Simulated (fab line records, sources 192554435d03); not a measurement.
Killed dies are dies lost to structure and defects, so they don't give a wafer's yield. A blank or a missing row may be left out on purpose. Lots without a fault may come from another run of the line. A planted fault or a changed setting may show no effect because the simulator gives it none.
Chamber matching | flow n5_finfet | N5_GATE_CUT_CMP_23 on cmp-04: 4 sister chambers
The step polishes, stops on SiO2, t overpolish 23.4 s, target thk 16 nm. 8 wafers are shown with their chamber, then 10 later ones without.

WAFERS WITH THEIR CHAMBER
wafer  | chamber | motor_current_A (A) | time_to_endpoint_s (s)
L078.4 | 0       | 6.5                 | 24.0
L080.1 | 3       | 8.2                 | 21.8
L085.4 | 0       | 6.8                 | 22.0
L087.3 | 1       | 9.8                 | 20.3
L087.4 | 2       | 7.8                 | 18.8
L087.6 | 3       | 8.5                 | 22.5
L089.4 | 1       | 10.3                | 21.1
L089.5 | 2       | 7.9                 | 20.2

WAFERS WITHOUT THEIR CHAMBER
wafer  | motor_current_A (A) | time_to_endpoint_s (s)
L089.6 | 8.6                 | 24.5
L092.3 | 9.6                 | 19.2
L092.5 | 9.8                 | 19.6
L092.6 | 7.0                 | 20.4
L094.1 | 6.6                 | 23.1
L094.4 | 9.6                 | 21.5
L094.6 | 8.1                 | 24.5
L097.1 | 7.0                 | 19.3
L097.5 | 8.1                 | 19.3
L097.6 | 7.0                 | 19.9

WHICH CHAMBER EACH WENT THROUGH
wafer  | from the rows above     | in truth
L089.6 | 3                       | 3
L092.3 | 1                       | 1
L092.5 | 1                       | 1
L092.6 | can't be placed: 0 or 2 | 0
L094.1 | 0                       | 0
L094.4 | 1                       | 1
L094.6 | 3                       | 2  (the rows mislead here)
L097.1 | can't be placed: 2 or 0 | 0
L097.5 | 2                       | 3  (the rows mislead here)
L097.6 | can't be placed: 0 or 2 | 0
Placed correctly: 5 of 10. Can't be placed from these rows: 3 (the true chamber is among the candidates in 3). Placed wrongly: 2.
How it was worked out, from the rows above alone: a wafer's distance from a chamber is the root of the sum, over the readings, of the square of ((its reading less the chamber's mean) divided by the reading's scatter). The wafer belongs to the nearest chamber; if the next one is less than 2 further off, it can't be placed. A chamber's mean is the mean of its shown wafers. The scatter: the root of (the sum of the squares of (reading less its chamber's mean) over the shown wafers, divided by (wafers less chambers)).
